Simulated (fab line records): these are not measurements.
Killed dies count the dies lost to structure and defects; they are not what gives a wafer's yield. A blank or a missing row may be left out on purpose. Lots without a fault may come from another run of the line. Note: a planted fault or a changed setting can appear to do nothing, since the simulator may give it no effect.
2 desks looking at one fault + flow n5-finfet + what lay behind the numbers comes last; until then each desk has only its own

TOOL OWNER'S DESK, pecvd-04
The tool's own readings at N5_BEOL_M7_DEP_56 (deposits SiCN from 3MS/NH3, target thk 10 nm, time 17.5 s): means of the sampled wafers that have a number, for each lot that ran on this tool. A lot is out of limits, marked OUT, if its mean lies more than 4 standard deviations from the usual mean; the brackets give that distance.
Columns: A = showerhead-plenum-p-Torr at N5_BEOL_M7_DEP_56, usual 3.664 Torr; B = throttle-valve-pct at N5_BEOL_M7_DEP_56, usual 9.3 %
| lot  | first seen here | A     | B   |
|------|-----------------|-------|-----|
| L228 | day 9 13:52     | 3.656 | 9.3 |
| L230 | day 9 19:12     | 3.664 | 9.0 |
| L237 | day 11 08:47    | 3.663 | 8.8 |
| L239 | day 11 23:22    | 3.659 | 8.9 |
This desk found nothing out of limits on any of the 4 lots.

FROM THE METROLOGY DESK
Lot by lot, what the gauges showed, no matter which tool ran the lot: averages of those sampled wafers that carry a number. A lot is out of limits, marked OUT, if its mean lies more than 4 standard deviations from the usual mean; the brackets give that distance.
Columns: A = M7_THK at N5_BEOL_M7_THK_MEAS_53, usual 80.5 nm; B = M7_RS at N5_BEOL_M7_RS_MEAS_57, usual 0.288 ohm/sq
| lot  | first seen here | A    | B     |
|------|-----------------|------|-------|
| L228 | day 9 13:47     | 79.7 | 0.289 |
| L230 | day 9 19:08     | 81.2 | 0.283 |
| L237 | day 11 08:43    | 77.5 | 0.301 |
| L239 | day 11 23:18    | 80.2 | 0.290 |
| L246 | day 13 06:26    | 79.5 | 0.293 |
| L249 | day 14 16:07    | 81.8 | 0.284 |
This desk found nothing out of limits on any of the 6 lots.

PUT TOGETHER
The tool owner's desk saw nothing out of limits.
The metrology desk saw nothing out of limits.

WHAT THE SIMULATOR HAD INSERTED
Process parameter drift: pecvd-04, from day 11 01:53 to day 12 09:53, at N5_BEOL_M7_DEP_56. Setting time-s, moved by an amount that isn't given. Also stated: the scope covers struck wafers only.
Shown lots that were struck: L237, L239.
